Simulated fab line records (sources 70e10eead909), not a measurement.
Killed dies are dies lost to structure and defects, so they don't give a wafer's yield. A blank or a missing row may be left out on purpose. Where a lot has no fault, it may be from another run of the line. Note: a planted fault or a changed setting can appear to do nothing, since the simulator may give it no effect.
fab line records    flow nand_harc
record: lots: 12  wafers: 36  last_day: 24
route steps=1159 shown P_STI@84 P_GATE@142 END@1159
lots that met no fault: taken from a fault-free run of the same line
start_h: hours from the record's first day to the start of the lot's first wafer shown    wait_h: time in hours since the lot's previous step    " unchanged from the row above    L1.1+2: one row covering several wafers at once    - either no value or no given start    * or withheld: withheld    < > ~ a bound
route shown NAME@n: NAME is a module with steps in the file, n the number in the route of the first one    usual: mean/standard deviation of fault-free wafers    same: alike in all rows    chamber/n: place in a boat    sites: per-site readings    _std_site: how widely they spread, as a standard deviation    _edge_site: outer sites' mean less inner sites'    radius_mm: how far each site lies from the wafer's centre    mask NAME#n: copy n    behind: the most recent tool/chamber to have shaped the wafer    hold: reason for holding the lot/hours on hold/outcome of the hold    device: names the non-switching transistor (n, p or np)    end of line: at the end of the route, the tests of the same wafers    a step without rows: its recipe alone    killed: count of dies lost to structure and defects at first sort (not the wafer's yield)    map: a wafer's dies, x killed, . not, _ none there
set.NAME: setting as actually run; set.NAME@STEP: the setting as run at that earlier step    model.NAME: the simulator's own value behind a step, which no gauge read
route steps across a sampled set of lots; one table per step, one row per wafer
services: from which hour (start_h, from the record's first day; less than 0 if before it) a tool's chamber was out of use, for how many hours, and why
== steps ==
step: NHARC_P_STI_OVL_MEAS_10
usual: overlay_x_nm: 1/4.9  overlay_y_nm: 0/4.2
lot.wafer  tool        chamber  start_h  wait_h  overlay_x_nm  overlay_y_nm
L397.2     overlay-01  -        34.87    -       4             -1
L397.4     "           -        "        "       4             -1
L397.6     "           -        "        "       4             0
L399.2     overlay-01  -        46.05    -       3             5
L399.3     "           -        "        "       4             6
L399.6     "           -        "        "       4             6
L401.2     overlay-02  -        60.45    -       -7            -2
L401.3     "           -        "        "       -7            -2
L401.5     "           -        "        "       -7            -1
L404.2     overlay-01  -        76.69    -       2             1
L404.4     "           -        "        "       2             1
L404.6     "           -        "        "       2             1
L413.2     overlay-02  -        131.68   -       3             -2
L413.5     "           -        "        "       3             -2
L413.6     "           -        "        "       3             -1
L412.1     overlay-01  -        131.84   -       -2            2
L412.2     "           -        "        "       -2            2
L412.6     "           -        "        "       -2            2
L414.2     overlay-02  -        139.95   -       4             4
L414.3     "           -        "        "       4             3
L414.6     "           -        "        "       4             3
L416.2     overlay-02  -        149.17   -       -8            -1
L416.3     "           -        "        "       -8            -2
L416.5     "           -        "        "       -7            -2
L417.3     overlay-01  -        155.05   -       0             7
L417.4     "           -        "        "       0             7
L417.5     "           -        "        "       0             7
L418.1     overlay-02  -        161.19   -       4             -4
L418.2     "           -        "        "       4             -4
L418.4     "           -        "        "       4             -4
L419.3     overlay-02  -        167.56   -       -2            2
L419.5     "           -        "        "       -1            2
L419.6     "           -        "        "       -2            2
L420.2     overlay-01  -        174.42   -       -1            3
L420.5     "           -        "        "       -2            2
L420.6     "           -        "        "       -2            2
step: NHARC_P_STI_ETCH_15
recipe: target_depth_a: 3000  taper_deg: 4  time_s: 100.1  hbr_flow_sccm: 150  cl2_flow_sccm: 50  rf_w: 400  icp_w: 400  bias_w: 100  chemistry: HBr/Cl2
usual: bias_w: 99.98/0.3  chamber_pressure_mTorr: 14.999/0.014  drypump_motor_current_A: 5.9/0.61  oes_product_au: 0.999/0.0096  throttle_valve_pct: 26.406/0.0099
lot.wafer  tool       chamber  start_h  wait_h  bias_w  chamber_pressure_mTorr  drypump_motor_current_A  oes_product_au  rf_hours_counter_h  throttle_valve_pct
L397.2     rie_si-04  2        35.36    -       100.05  14.996                  6.3                      1.000           0.6                 26.398
L397.4     "          3        "        "       99.86   14.988                  5.4                      0.991           0.7                 26.405
L397.6     "          3        "        "       100.80  14.976                  5.5                      0.986           -                   26.422
L399.2     rie_si-02  1        46.51    -       100.08  14.985                  5.1                      1.013           0.0                 26.430
L399.3     "          2        "        "       100.02  14.974                  6.2                      0.999           0.0                 26.402
L399.6     "          1        "        "       100.46  15.004                  5.1                      1.003           -                   26.409
L401.3     rie_si-03  2        60.92    -       99.70   14.987                  6.2                      1.008           0.5                 26.415
L401.2     "          0        "        "       99.97   15.028                  6.7                      1.008           0.5                 26.391
L401.5     "          1        "        "       100.27  14.999                  5.5                      1.007           -                   26.397
L404.4     rie_si-03  2        77.18    -       100.15  14.993                  6.3                      1.017           0.8                 26.394
L404.2     "          1        "        "       99.39   15.001                  5.5                      0.997           0.7                 26.405
L404.6     "          2        "        "       99.79   14.980                  6.3                      1.001           -                   26.404
L413.2     rie_si-03  2        132.16   -       -       -                       -                        -               -                   -
L413.5     "          0        "        "       -       -                       -                        -               -                   -
L413.6     "          1        "        "       -       -                       -                        -               -                   -
L412.2     rie_si-02  3        132.31   -       -       -                       -                        -               -                   -
L412.1     "          1        "        "       -       -                       -                        -               -                   -
L412.6     "          3        "        "       -       -                       -                        -               -                   -
L414.3     rie_si-04  3        140.41   -       -       -                       -                        -               -                   -
L414.2     "          0        "        "       -       -                       -                        -               -                   -
L414.6     "          2        "        "       -       -                       -                        -               -                   -
L416.3     rie_si-03  1        149.63   -       100.29  14.994                  5.5                      1.001           1.4                 26.393
L416.2     "          3        "        "       100.46  14.988                  6.9                      0.989           1.3                 26.415
L416.5     "          0        "        "       99.93   14.998                  6.7                      1.009           -                   26.420
L417.4     rie_si-04  2        155.49   -       99.77   15.000                  6.3                      0.998           0.3                 26.406
L417.3     "          3        "        "       99.64   15.011                  5.5                      0.992           0.3                 26.405
L417.5     "          2        "        "       99.98   15.000                  6.3                      1.003           -                   26.392
L418.2     rie_si-04  2        161.64   -       100.06  14.988                  6.3                      0.987           0.5                 26.399
L418.1     "          0        "        "       100.03  15.011                  4.9                      1.009           0.3                 26.390
L418.4     "          1        "        "       100.00  14.977                  5.9                      0.993           0.3                 26.397
L419.3     rie_si-03  2        168.05   -       100.41  15.025                  6.2                      1.000           0.0                 26.411
L419.5     "          2        "        "       100.27  14.995                  6.2                      1.001           -                   26.400
L419.6     "          3        "        "       99.45   15.013                  6.8                      0.976           -                   26.397
L420.2     rie_si-02  0        174.92   -       99.24   15.007                  5.3                      0.997           1.0                 26.416
L420.6     "          0        "        "       100.17  14.988                  5.3                      1.003           -                   26.391
L420.5     "          2        "        "       99.94   15.004                  6.2                      0.995           -                   26.411
step: NHARC_P_STI_OCD_MEAS_17
usual: trench_depth_nm: 300/4.1  trench_foot_cd_nm: 158.1/2.4
lot.wafer  tool    chamber  start_h  wait_h  trench_depth_nm  trench_foot_cd_nm
L397.2     ocd-01  -        35.61    0.1     303              159.6
L397.4     "       -        "        "       295              155.2
L397.6     "       -        "        "       294              159.9
L399.2     ocd-02  -        46.75    0.1     306              158.8
L399.3     "       -        "        "       298              155.3
L399.6     "       -        "        "       306              157.5
L401.2     ocd-01  -        61.15    0.1     304              160.9
L401.3     "       -        "        "       304              158.1
L401.5     "       -        "        "       301              156.9
L404.2     ocd-02  -        77.43    0.1     298              160.4
L404.4     "       -        "        "       303              158.6
L404.6     "       -        "        "       301              157.3
L413.2     ocd-01  -        132.38   0.1     0                -
L413.5     "       -        "        "       0                -
L413.6     "       -        "        "       0                -
L412.1     ocd-02  -        132.57   0.1     0                -
L412.2     "       -        "        "       0                -
L412.6     "       -        "        "       0                -
L414.2     ocd-02  -        140.66   0.1     0                -
L414.3     "       -        "        "       0                -
L414.6     "       -        "        "       0                -
L416.2     ocd-02  -        149.86   0.1     298              157.4
L416.3     "       -        "        "       298              157.9
L416.5     "       -        "        "       301              158.4
L417.3     ocd-01  -        155.74   0.1     295              159.8
L417.4     "       -        "        "       301              158.3
L417.5     "       -        "        "       301              161.6
L418.1     ocd-01  -        161.89   0.1     307              160.5
L418.2     "       -        "        "       297              155.8
L418.4     "       -        "        "       299              159.3
L419.3     ocd-01  -        168.30   0.1     300              160.1
L419.5     "       -        "        "       300              158.0
L419.6     "       -        "        "       293              158.0
L420.2     ocd-02  -        175.20   0.1     301              153.8
L420.5     "       -        "        "       296              155.2
L420.6     "       -        "        "       301              158.2
step: NHARC_P_STI_OCD_MEAS_43
usual: trench_depth_nm: 300/4.1  trench_foot_cd_nm: 158.1/2.3
lot.wafer  tool    chamber  start_h  wait_h  trench_depth_nm  trench_foot_cd_nm
L397.2     ocd-01  -        36.12    -       303              159.2
L397.4     "       -        "        "       296              156.1
L397.6     "       -        "        "       294              160.4
L399.2     ocd-02  -        47.25    -       305              158.7
L399.3     "       -        "        "       299              155.6
L399.6     "       -        "        "       306              157.7
L401.2     ocd-02  -        61.66    -       304              161.2
L401.3     "       -        "        "       304              158.3
L401.5     "       -        "        "       302              157.0
L404.2     ocd-01  -        77.94    -       299              160.9
L404.4     "       -        "        "       302              158.6
L404.6     "       -        "        "       301              157.7
L413.2     ocd-01  -        132.89   -       0                -
L413.5     "       -        "        "       0                -
L413.6     "       -        "        "       0                -
L412.1     ocd-02  -        133.10   -       0                -
L412.2     "       -        "        "       0                -
L412.6     "       -        "        "       0                -
L414.2     ocd-02  -        141.18   -       0                -
L414.3     "       -        "        "       0                -
L414.6     "       -        "        "       0                -
L416.2     ocd-01  -        150.37   -       298              157.2
L416.3     "       -        "        "       298              157.8
L416.5     "       -        "        "       301              159.3
L417.3     ocd-02  -        156.25   -       295              159.6
L417.4     "       -        "        "       301              158.7
L417.5     "       -        "        "       301              161.8
L418.1     ocd-02  -        162.40   -       307              160.7
L418.2     "       -        "        "       297              155.9
L418.4     "       -        "        "       299              159.2
L419.3     ocd-02  -        168.81   -       300              160.0
L419.5     "       -        "        "       300              158.6
L419.6     "       -        "        "       292              158.3
L420.2     ocd-02  -        175.71   -       301              153.5
L420.5     "       -        "        "       296              155.2
L420.6     "       -        "        "       301              157.4
step: NHARC_P_GATE_OVL_MEAS_27
usual: overlay_x_nm: 0.0/0.83  overlay_y_nm: -0.2/0.79
lot.wafer  tool        chamber  start_h  wait_h  overlay_x_nm  overlay_y_nm
L397.2     overlay-01  -        87.81    -       0.6           -0.1
L397.4     "           -        "        "       1.1           -1.1
L397.6     "           -        "        "       0.5           -0.8
L399.2     overlay-02  -        99.89    -       0.9           0.4
L399.3     "           -        "        "       1.1           1.0
L399.6     "           -        "        "       0.1           0.6
L401.2     overlay-02  -        110.77   -       -0.6          -1.1
L401.3     "           -        "        "       -0.8          -0.9
L401.5     "           -        "        "       -1.2          -0.4
L404.2     overlay-01  -        128.31   -       -0.6          -0.4
L404.4     "           -        "        "       -0.5          -0.9
L404.6     "           -        "        "       -0.7          -0.5
L417.3     overlay-01  -        203.15   -       0.4           -0.8
L417.4     "           -        "        "       1.1           -0.7
L417.5     "           -        "        "       0.9           -1.6
L416.2     overlay-02  -        203.22   -       -1.6          -1.0
L416.3     "           -        "        "       -0.7          -0.4
L416.5     "           -        "        "       -1.1          -0.6
L418.1     overlay-02  -        216.94   -       -0.4          0.0
L418.2     "           -        "        "       -0.4          -0.3
L418.4     "           -        "        "       -0.8          0.1
L419.3     overlay-01  -        225.04   -       0.8           0.1
L419.5     "           -        "        "       0.8           -0.2
L419.6     "           -        "        "       0.9           0.0
L420.2     overlay-01  -        230.61   -       -0.3          0.8
L420.5     "           -        "        "       -0.1          0.6
L420.6     "           -        "        "       -0.2          0.8
step: NHARC_P_GATE_ETCH_32
recipe: target_depth_a: 1500  over_etch_frac: 1  over_etch_ion_energy_ev: 40  time_s: 100.1  hbr_flow_sccm: 150  cl2_flow_sccm: 50  rf_w: 400  icp_w: 400  bias_w: 100  chemistry: HBr/Cl2
usual: bias_w: 100.01/0.27  chamber_pressure_mTorr: 14.999/0.013  drypump_motor_current_A: 5.6/0.44  oes_product_au: 0.997/0.0086  throttle_valve_pct: 26.406/0.0085
lot.wafer  tool       chamber  start_h  wait_h  bias_w  chamber_pressure_mTorr  drypump_motor_current_A  oes_product_au  rf_hours_counter_h  throttle_valve_pct
L397.2     rie_si-05  0        88.37    -       99.94   14.997                  5.8                      0.996           0.2                 26.406
L397.6     "          2        "        "       99.97   15.018                  5.6                      0.987           -                   26.399
L397.4     "          3        "        "       100.18  15.001                  5.4                      1.004           -                   26.412
L399.3     rie_si-06  0        100.95   -       99.85   15.015                  6.3                      0.998           0.8                 26.406
L399.2     "          2        "        "       99.60   15.002                  5.5                      0.993           0.6                 26.402
L399.6     "          0        "        "       99.95   15.006                  6.3                      1.004           -                   26.411
L401.3     rie_si-06  0        111.38   -       99.47   14.993                  6.3                      1.003           1.0                 26.399
L401.2     "          1        "        "       99.25   15.014                  4.7                      0.991           1.0                 26.400
L401.5     "          3        "        "       99.53   14.993                  5.6                      1.006           -                   26.412
L404.4     rie_si-06  2        128.88   -       99.68   15.003                  5.6                      0.997           1.0                 26.408
L404.2     "          0        "        "       100.48  15.000                  6.4                      1.002           1.1                 26.424
L404.6     "          1        "        "       99.93   14.954                  4.7                      0.987           -                   26.416
L417.3     rie_si-01  3        203.72   -       99.87   14.995                  5.6                      1.008           0.7                 26.397
L417.4     "          1        "        "       100.08  15.007                  6.6                      0.986           0.7                 26.395
L417.5     "          2        "        "       100.50  15.006                  5.6                      0.981           -                   26.414
L416.3     rie_si-05  0        203.92   -       99.35   14.999                  5.9                      1.001           1.3                 26.401
L416.2     "          1        "        "       99.73   15.021                  5.8                      0.995           0.7                 26.407
L416.5     "          0        "        "       99.57   15.016                  5.9                      0.994           -                   26.418
L418.1     rie_si-06  1        217.56   -       99.98   15.010                  4.7                      0.980           0.2                 26.411
L418.4     "          3        "        "       100.14  15.011                  5.6                      0.998           0.2                 26.407
L418.2     "          0        "        "       100.13  15.005                  6.3                      0.982           0.2                 26.420
L419.3     rie_si-06  2        225.59   -       100.31  15.006                  5.5                      1.001           0.3                 26.404
L419.5     "          2        "        "       100.03  15.013                  5.5                      1.017           -                   26.411
L419.6     "          3        "        "       99.87   15.003                  5.6                      0.988           -                   26.402
L420.2     rie_si-01  3        231.56   -       100.29  14.978                  5.6                      1.011           0.9                 26.395
L420.6     "          3        "        "       100.35  14.995                  5.6                      1.008           -                   26.408
L420.5     "          1        "        "       99.87   15.005                  6.6                      0.989           -                   26.406
step: NHARC_END_SORT_01
recipe: temp_c: 25
usual: killed_at_array: 21/8.9  killed_at_other: 0.8/1.3  killed_at_periphery: 3.6/2.4  killed_dies: 26/8.9  killed_open: 3.1/1.8  killed_short: 1.9/1.3
same: gross_dies: 677
lot.wafer  tool       chamber  start_h  wait_h  killed_at_array  killed_at_other  killed_at_periphery  killed_dies  killed_open  killed_short
L412.1     prober-01  0        535.50   2.5     24               1                652                  677          2            3
L412.2     prober-01  0        536.30   2.8     28               1                648                  677          3            3
L412.6     prober-01  0        539.49   4.0     19               0                658                  677          3            1
L413.2     prober-02  0        543.87   2.8     12               0                665                  677          2            2
L413.5     prober-02  0        546.28   3.7     18               0                659                  677          6            3
L413.6     prober-02  0        547.08   4.0     10               2                665                  677          1            1
L414.2     prober-02  0        551.74   2.8     16               2                659                  677          6            3
L414.3     prober-02  0        552.55   3.1     16               0                661                  677          6            2
L414.6     prober-02  0        554.98   4.1     13               0                664                  677          2            3
killed by level:class
L412.1 P_STI:area_etch=652 A_CHANNEL_HOLE_D1:chamber_film_flake=18 A_CHANNEL_FILL_D1:geometric_particle:open=1 A_CHANNEL_FILL_D1:geometric_particle:short=1 A_WL_FILL:geometric_particle:short=1 A_BLC:geometric_particle:open=1 STARTING-WAFER:geometric_particle:short=1 A_STAIRCASE:chamber_film_flake=1
L412.2 P_STI:area_etch=646 A_CHANNEL_HOLE_D1:chamber_film_flake=22 A_WL_FILL:geometric_particle:short=2 P_GATE:geometric_particle:open=1 A_ONON_D1:geometric_particle:open=1 A_CHANNEL_FILL_D1:geometric_particle:open=1 A_CONTACT:geometric_particle:short=1 P_M0:chamber_film_flake=1
L412.6 P_STI:area_etch=655 A_CHANNEL_HOLE_D1:chamber_film_flake=14 A_CONTACT:chamber_film_flake=2 P_M1:geometric_particle:open=1 A_CHANNEL_FILL_D1:geometric_particle:open=1 A_CONTACT:geometric_particle:short=1 A_CONTACT:geometric_particle:open=1 P_GATE:chamber_film_flake=1
L413.2 P_STI:area_etch=661 A_CHANNEL_HOLE_D1:chamber_film_flake=5 A_CONTACT:chamber_film_flake=3 A_CONTACT:geometric_particle:short=1 P_BONDPAD:geometric_particle:open=1 A_SGD_CUT:geometric_particle:open=1 A_WL_FILL:geometric_particle:short=1 P_ZERO_WELL:chamber_film_flake=1
L413.5 P_STI:area_etch=655 A_CONTACT:geometric_particle:open=5 P_GATE:chamber_film_flake=3 A_CHANNEL_FILL_D1:geometric_particle:short=2 A_ZERO_WELL:chamber_film_flake=2 A_CHANNEL_HOLE_D1:chamber_film_flake=2 A_CONTACT:geometric_particle:short=1 A_M1:geometric_particle:open=1
L413.6 P_STI:area_etch=665 A_CONTACT:chamber_film_flake=4 A_CHANNEL_HOLE_D1:chamber_film_flake=3 THIN_TSV:chamber_film_flake=2 A_M0:geometric_particle:open=1 A_M0:geometric_particle:short=1 A_STAIRCASE:chamber_film_flake=1
L414.2 P_STI:area_etch=657 A_CHANNEL_HOLE_D1:chamber_film_flake=6 A_CONTACT:chamber_film_flake=4 A_CONTACT:geometric_particle:open=2 P_M2:geometric_particle:open=1 A_CHANNEL_FILL_D1:geometric_particle:open=1 A_CHANNEL_FILL_D1:geometric_particle:short=1 A_M0:geometric_particle:open=1
L414.3 P_STI:area_etch=656 A_CONTACT:chamber_film_flake=8 A_STAIRCASE:chamber_film_flake=2 P_CONTACT:geometric_particle:open=1 P_CONTACT:geometric_particle:short=1 P_M2:geometric_particle:open=1 A_ONON_D1:geometric_particle:open=1 A_CHANNEL_FILL_D1:geometric_particle:open=1
L414.6 P_STI:area_etch=663 A_CHANNEL_HOLE_D1:chamber_film_flake=5 A_CONTACT:chamber_film_flake=3 A_CONTACT:geometric_particle:open=2 P_STI:geometric_particle:short=1 A_SOURCE_PLATE:geometric_particle:short=1 A_CONTACT:geometric_particle:short=1 A_WL_FILL:chamber_film_flake=1
== services ==
tool       chamber  start_h  hours  kind
rie_si-06  0        15.00    -      clean
rie_si-06  1        15.00    -      clean
rie_si-06  2        15.00    -      clean
rie_si-06  2        20.80    16.7   repair
rie_si-01  3        33.88    5.4    repair
rie_si-02  -        34.00    9.0    pm
rie_si-01  -        44.56    0.5    repair
rie_si-05  1        45.25    69.4   repair
rie_si-04  -        60.28    2.8    repair
rie_si-05  -        62.00    9.0    pm
rie_si-03  2        97.60    6.3    repair
rie_si-04  -        99.00    9.0    pm
rie_si-06  3        104.60   3.4    repair
rie_si-02  0        125.94   10.1   repair
rie_si-01  -        127.00   9.0    pm
rie_si-05  1        132.91   21.4   repair
rie_si-02  1        152.28   53.6   repair
rie_si-03  -        155.00   9.0    pm
rie_si-05  1        156.65   5.6    repair
rie_si-03  3        181.26   9.9    repair
rie_si-06  -        183.00   9.0    pm
rie_si-04  3        185.97   37.8   repair
rie_si-02  -        211.00   9.0    pm
rie_si-01  0        231.34   3.6    repair
== key ==
first_sign: step: NHARC_P_STI_ETCH_15  reading: tool_record  direction: missing
effect: step: NHARC_P_STI_OCD_MEAS_17  reading: trench_depth_nm  direction: down  sigmas: 74  usual: 300  struck: 0
effect: step: NHARC_P_STI_OCD_MEAS_43  reading: trench_depth_nm  direction: down  sigmas: 74  usual: 300  struck: 0
effect: step: NHARC_END_SORT_01  reading: killed_at_periphery  direction: up  sigmas: 99+  usual: 3.6  struck: 659
more_kills_born_at: NHARC_P_STI_ETCH_15@rie_si-03: 1980  NHARC_P_STI_ETCH_15@rie_si-04: 1976  NHARC_P_STI_ETCH_15@rie_si-02: 1953
met_at NHARC_P_STI_ETCH_15
struck_lots L412,L413,L414
later_rows_left_out L412.1,L412.2,L412.6,L413.2,L413.5,L413.6,L414.2,L414.3,L414.6
tester_left_out L412,L413,L414
not_acting_at NHARC_P_STI_OVL_MEAS_10,NHARC_P_GATE_OVL_MEAS_27,NHARC_P_GATE_ETCH_32
onset_between 77.18 132.16
fault: kind: skipped_step_whole  tool: rie_si-02,rie_si-03,rie_si-04  chamber: -  onset_h: 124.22  steps: NHARC_P_STI_ETCH_15  scope: struck_lots_only
tester_left_out: of these lots the tester's yield and bins aren't shown, on N5 and GAA mostly nor the transistor test; their killed dies are dies lost to structure and defects alone, not to doping, threshold or leakage, so they don't give the yield
later_rows_left_out: the simulator's readings of these wafers behind a module that went badly wrong aren't trusted and aren't shown, but for the sort
